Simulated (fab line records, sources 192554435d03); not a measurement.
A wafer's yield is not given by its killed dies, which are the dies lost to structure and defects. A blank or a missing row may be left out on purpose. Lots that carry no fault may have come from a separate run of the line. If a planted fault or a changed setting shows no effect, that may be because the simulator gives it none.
Comparing a struck lot with a sound one :: flow n5 finfet :: 15 steps out of a route of 1938
Sound: wafers L571.2, L571.3, L571.5. Struck: wafers L582.1, L582.3 (left out: L582.4, a lot-mate that was not struck); the cause follows at the end.
Each step with rows lists, per side, the tool, then ch with its chambers, then its first start. Under that, the readings that differ: sound wafers :: struck wafers :: difference of the means :: sigmas: that difference in standard deviations of wafers without a fault.
alike: readings whose means differ by less than 2 such deviations, and words and numbers that are the same on both sides. not compared: withheld readings, readings that some wafer has no value for, bounds like >300 that may hide the same value, and numbers for which the record gives no deviation and whose values overlap.
A row with sigmas, a row that says differs or no value, or rows on one side alone: a step with any of these is where the two part. Non-overlapping numbers with no deviation appear without sigmas and do not part them. A reading missing from all wafers of one side parts the sides only when that side holds two or more wafers.

first, 1 step without rows for these wafers: N5_BEOL_M1_DEVELOP_27 (develop time 30 s).
N5_BEOL_M1_CD_MEAS_28: target cd y 23.3 nm.
  sound on cd sem-02 ch 0, day 6 17:55; struck on cd sem-02 ch 0, day 9 15:56
  alike: cd nm
N5_BEOL_M1_OVL_MEAS_29:
  sound on overlay-02 ch 0, day 6 17:58; struck on overlay-02 ch 0, day 9 15:58
  alike: V0_OVL
N5_BEOL_M1_INSPECT_30: inspects for defects (brightfield).
  sound: defect inspect-02 at day 6 18:01; struck: defect inspect-01 at day 9 16:02
  alike: raw defect count
then, 1 step without rows for these wafers: N5_BEOL_M1_DESCUM_33 (chemistry O2, time 7 s).
N5_BEOL_M1_ETCH_77: etches underlayer in N2/H2, target depth 6.5 nm, time 5.2 s.
  sound on rie diel-06 ch 0,2, day 6 18:05; struck on rie diel-06 ch 1,2, day 9 16:17
  alike: drypump motor current A, etch rf on time s, h2 flow sccm, oes product au, rf vpp V, showerhead plenum p Torr, throttle valve pct
  not compared: rf hours counter h
N5_BEOL_M1_ETCH_69: etches SiARC in CF4, target depth 15.6 nm, time 26 s.
  sound on rie diel-06 ch 0,2, day 6 18:06; struck on rie diel-06 ch 1,2, day 9 16:19
  alike: drypump motor current A, etch rf on time s, oes product au, rf vpp V, showerhead plenum p Torr, throttle valve pct
  not compared: rf hours counter h
N5_BEOL_M1_ALD_98: deposits SiO2, target thk 2.5 nm, pulse time 1 s, co reactant pulse time 1 s.
  sound on ald sin-02 ch 0,1, day 6 18:13; struck on ald sin-03 ch 1,3, day 9 16:53
  alike: heater power outer w, heater power w, precursor pulse height rel
N5_BEOL_M1_ETCHBACK_99: etches SiO2 in CHF3, target depth 5 nm, time 10.4 s.
  sound on rie diel-06 ch 1,2, day 7 14:05; struck on rie diel-01 ch 0,3, day 9 18:27
  alike: drypump motor current A, oes_ar_750_au, oes product au, rf vpp V, showerhead plenum p Torr, throttle valve pct
  not compared: rf hours counter h
N5_BEOL_M1_ETCH_70: etches SOC in N2/H2, target depth 80 nm, overetch 16 nm, time 120 s.
  sound on rie diel-06 ch 1,2, day 7 14:07; struck on rie diel-01 ch 0,3, day 9 18:29
  alike: drypump motor current A, h2 flow sccm, oes product au, rf vpp V, showerhead plenum p Torr, throttle valve pct
  not compared: rf hours counter h
then, 2 steps without rows for these wafers: N5_BEOL_M1_STRIP_71 (strips in N2/H2); N5_BEOL_M1_STRIP_78 (strips in N2/H2).
N5_BEOL_M1_VIA_ETCH_34: etches the open film in C4F6/O2, target depth 67.8 nm, time 64.4 s.
  sound on rie diel-06 ch 1,2, day 7 14:13; struck on rie diel-01 ch 0,3, day 9 18:35
reading: oes product au (a.u.)
sound: 0.99 0.81 0.98
struck: 0.74 0.76
difference: -0.18
sigmas: -2

reading: model.etch.depth nm (nm)
sound: 68.38 68.01 68.09
struck: 51.21 51.3
difference: -16.91
sigmas: 

reading: model.SOC_of_BEOL_M1_COAT_67.thk nm (nm)
sound: 52 52 52
struck: 54.4 54.4
difference: +2.4
sigmas: 
  alike: C4F6_flow_sccm, drypump motor current A, oes_ar_750_au, rf vpp V, showerhead plenum p Torr, throttle valve pct
  not compared: rf hours counter h
then, 1 step without rows for these wafers: N5_BEOL_M1_STRIP_83 (strips in C4F6/O2).
-- the record jumps here: 6 days lie between the struck wafers' starts before and after (it left off in module BEOL_M1 and takes up again in module BEOL_M4, whose first step shown is number 1111 of the route) --
N5_BEOL_M4_RC_MEAS_101:
  sound on prober-01 ch 0, day 10 03:59; struck on prober-02 ch 0, day 15 18:53
reading: DIBL_P (mV/V)
sound: 36.9 37.1 39.1
struck: 34.7 33.6
difference: -3.5
sigmas: -3
  alike: DIBL_N, IOFF_N, IOFF_P, ION_N, ION_P, SS_N, SS_P, VT_N, VT_P

== WHERE THEY PART ==
Last at N5_BEOL_M4_RC_MEAS_101 as far as this record goes, first at N5_BEOL_M1_VIA_ETCH_34.

WHY: what had been put in by the simulator
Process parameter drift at N5_BEOL_M1_VIA_ETCH_34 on rie diel-01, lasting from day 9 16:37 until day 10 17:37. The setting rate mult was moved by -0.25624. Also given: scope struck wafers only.
